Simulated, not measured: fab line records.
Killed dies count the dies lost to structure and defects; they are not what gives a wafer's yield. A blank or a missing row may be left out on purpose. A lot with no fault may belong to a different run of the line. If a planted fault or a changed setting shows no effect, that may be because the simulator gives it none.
Lot-split experiment | flow n5-finfet | on a route of 1938 steps: 7 lots, 39 wafers read

THE SPLIT
At N5_BEOL_M10_ILD_DEP_00 (deposits SiCOH lowk from DEMS/porogen, target thk 308.51 nm, time 58 s), the setting target-thk-a was moved away from the recipe's 3085.1 angstrom on 15 of the 39 wafers read, by -54.2% to +45.5%. This setting was run at the recipe's value on the other wafers.

THE PATH FROM SPLIT TO READING: the file shows 1 step between them
- N5_BEOL_M10_CURE_71: cures SiCOH lowk, time 240 s

THE READING
M10_ILD_THK at N5_BEOL_M10_THK_MEAS_01, in nm. Typical for fault-free wafers on this fab line: 268 nm, with standard deviation 4.1 nm.

wafer  | tool, chamber at the split | target-thk-a as run, angstrom | against the recipe | M10_ILD_THK, nm | against lot-mates on the recipe
L075.1 | pecvd-01, 0                | 3085.1                        | recipe             | 259             | -
L075.2 | pecvd-01, 2                | 3085.1                        | recipe             | 266             | -
L075.3 | pecvd-01, 2                | 4429                          | +43.6%             | 391             | +128
L075.4 | pecvd-01, 0                | 4429                          | +43.6%             | 388             | +125
L075.5 | pecvd-01, 2                | 4429                          | +43.6%             | 391             | +128
L075.6 | pecvd-01, 0                | 3085.1                        | recipe             | 265             | -
L076.1 | pecvd-03, 2                | 3085.1                        | recipe             | 265             | -
L076.2 | pecvd-03, 1                | 1413                          | -54.2%             | 125             | -142
L076.3 | pecvd-03, 0                | 3085.1                        | recipe             | 267             | -
L076.4 | pecvd-03, 0                | 3085.1                        | recipe             | 268             | -
L076.5 | pecvd-03, 1                | 1413                          | -54.2%             | 127             | -140
L076.6 | pecvd-03, 2                | 1413                          | -54.2%             | 120             | -147
L082.1 | pecvd-01, 0                | 1740                          | -43.6%             | 148             | -123
L082.2 | pecvd-01, 1                | 1740                          | -43.6%             | 148             | -123
L082.3 | pecvd-01, 2                | 3085.1                        | recipe             | 270             | -
L082.4 | pecvd-01, 1                | 3085.1                        | recipe             | 269             | -
L082.5 | pecvd-01, 0                | 1740                          | -43.6%             | 152             | -119
L082.6 | pecvd-01, 2                | 3085.1                        | recipe             | 274             | -
L084.1 | pecvd-01, 1                | 3085.1                        | recipe             | 263             | -
L084.4 | pecvd-01, 2                | 3085.1                        | recipe             | 273             | -
L084.5 | pecvd-01, 0                | 3085.1                        | recipe             | 272             | -
L090.1 | pecvd-03, 2                | 3085.1                        | recipe             | 263             | -
L090.2 | pecvd-03, 1                | 3085.1                        | recipe             | 271             | -
L090.3 | pecvd-03, 1                | 4232                          | +37.2%             | 374             | +107
L090.4 | pecvd-03, 2                | 4232                          | +37.2%             | 369             | +102
L090.5 | pecvd-03, 1                | 4232                          | +37.2%             | 373             | +106
L090.6 | pecvd-03, 2                | 3085.1                        | recipe             | 267             | -
L095.1 | pecvd-01, 0                | 3085.1                        | recipe             | 269             | -
L095.2 | pecvd-01, 1                | 4490                          | +45.5%             | 387             | +112
L095.3 | pecvd-01, 2                | 4490                          | +45.5%             | 399             | +124
L095.4 | pecvd-01, 1                | 4490                          | +45.5%             | 399             | +124
L095.5 | pecvd-01, 0                | 3085.1                        | recipe             | 275             | -
L095.6 | pecvd-01, 2                | 3085.1                        | recipe             | 281             | -
L097.1 | pecvd-01, 1                | 3085.1                        | recipe             | 270             | -
L097.2 | pecvd-01, 2                | 3085.1                        | recipe             | 272             | -
L097.3 | pecvd-01, 0                | 3085.1                        | recipe             | 267             | -
L097.4 | pecvd-01, 1                | 3085.1                        | recipe             | 271             | -
L097.5 | pecvd-01, 2                | 3085.1                        | recipe             | 277             | -
L097.6 | pecvd-01, 0                | 3085.1                        | recipe             | 272             | -

THE FIT
A straight line over all 39 wafers: M10_ILD_THK changes by +2.74 nm for each +1% of target-thk-a; r = +1.00; the points scatter about the line by 4.4 nm.
The same after taking each lot's own level away (the mean of its wafers on the recipe; 39 wafers): +2.74 nm for each +1%; r = +1.00; scatter 4.6 nm.
That fit puts the effect of the largest move of target-thk-a on the reading at 1.5e+02 nm.
From 263.3 to 275.0 nm: that is the span of the lots' own levels, equal to 2.8 times the standard deviation above.
Consequently the slope shifts little with the lot-to-lot level, the two slopes agreeing.
Check: -149 nm against its lot-mates is what the line predicts for one of the wafers moved furthest among these (-54.2%) when that wafer is left out of the fit. It came out at -142 nm against them.

THE WHOLE CHAIN: every reading that the file lists as answering this split, in the file's order
step                    | what it does                                                           | reading                                                                                   | change (the file's fit)              | r (the file's)
N5_BEOL_M10_ILD_DEP_00  | deposits SiCOH lowk from DEMS/porogen, target thk 308.51 nm, time 58 s | SiCOH_lowk_of_BEOL_M10_ILD_DEP_00.thk-nm (the simulator's own value, which no gauge read) | +3.1 nm for each +1% of the setting  | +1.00
N5_BEOL_M10_CURE_71     | cures SiCOH lowk, time 240 s                                           | SiCOH_lowk_of_BEOL_M10_ILD_DEP_00.thk-nm (the simulator's own value, which no gauge read) | +2.74 nm for each +1% of the setting | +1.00
N5_BEOL_M10_THK_MEAS_01 |                                                                        | M10_ILD_THK                                                                               | +2.74 for each +1% of the setting    | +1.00

FILE'S OWN FIT
M10_ILD_THK changes by +2.74 nm for each +1% of target-thk-a, r = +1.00.
